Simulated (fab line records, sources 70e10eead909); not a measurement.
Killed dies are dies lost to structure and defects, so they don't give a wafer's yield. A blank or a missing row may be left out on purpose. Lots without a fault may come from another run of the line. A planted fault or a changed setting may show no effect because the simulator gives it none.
Chamber matching | flow nand_harc | NHARC_A_M0_STRIP_18 on rie_diel-12: 4 sister chambers
The step strips in N2/H2. 4 wafers are shown with their chamber, then 12 later ones without.

WAFERS WITH THEIR CHAMBER
wafer  | chamber | showerhead_plenum_p_Torr (Torr)
L086.5 | 1       | 1.92
L088.4 | 0       | 1.92
L091.5 | 2       | 2.05
L091.6 | 3       | 1.89

WAFERS WITHOUT THEIR CHAMBER
wafer  | showerhead_plenum_p_Torr (Torr)
L089.3 | 1.92
L089.5 | 2.05
L089.6 | 1.89
L095.1 | 1.89
L095.3 | 1.92
L095.4 | 1.92
L093.2 | 1.89
L093.4 | 1.92
L093.6 | 1.92
L097.1 | 1.88
L097.2 | 2.04
L097.5 | 1.88

WHICH CHAMBER EACH WENT THROUGH
wafer  | from the rows above     | in truth
L089.3 | can't be placed: 0 or 1 | 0
L089.5 | 2                       | 2
L089.6 | 3                       | 3
L095.1 | 3                       | 3
L095.3 | can't be placed: 0 or 1 | 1
L095.4 | can't be placed: 0 or 1 | 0
L093.2 | 3                       | 3
L093.4 | can't be placed: 0 or 1 | 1
L093.6 | can't be placed: 0 or 1 | 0
L097.1 | 3                       | 3
L097.2 | 2                       | 2
L097.5 | 3                       | 3
Placed correctly: 7 of 12. Can't be placed from these rows: 5 (the true chamber is among the candidates in 5). Placed wrongly: 0.
How it was worked out, from the rows above alone: a wafer's distance from a chamber is the root of the sum, over the readings, of the square of ((its reading less the chamber's mean) divided by the reading's scatter). The wafer belongs to the nearest chamber; if the next one is less than 2 further off, it can't be placed. A chamber's mean is the mean of its shown wafers. The scatter: with one shown wafer a chamber, the root of the mean of the squares of how far each hidden wafer lies from its nearest shown one.
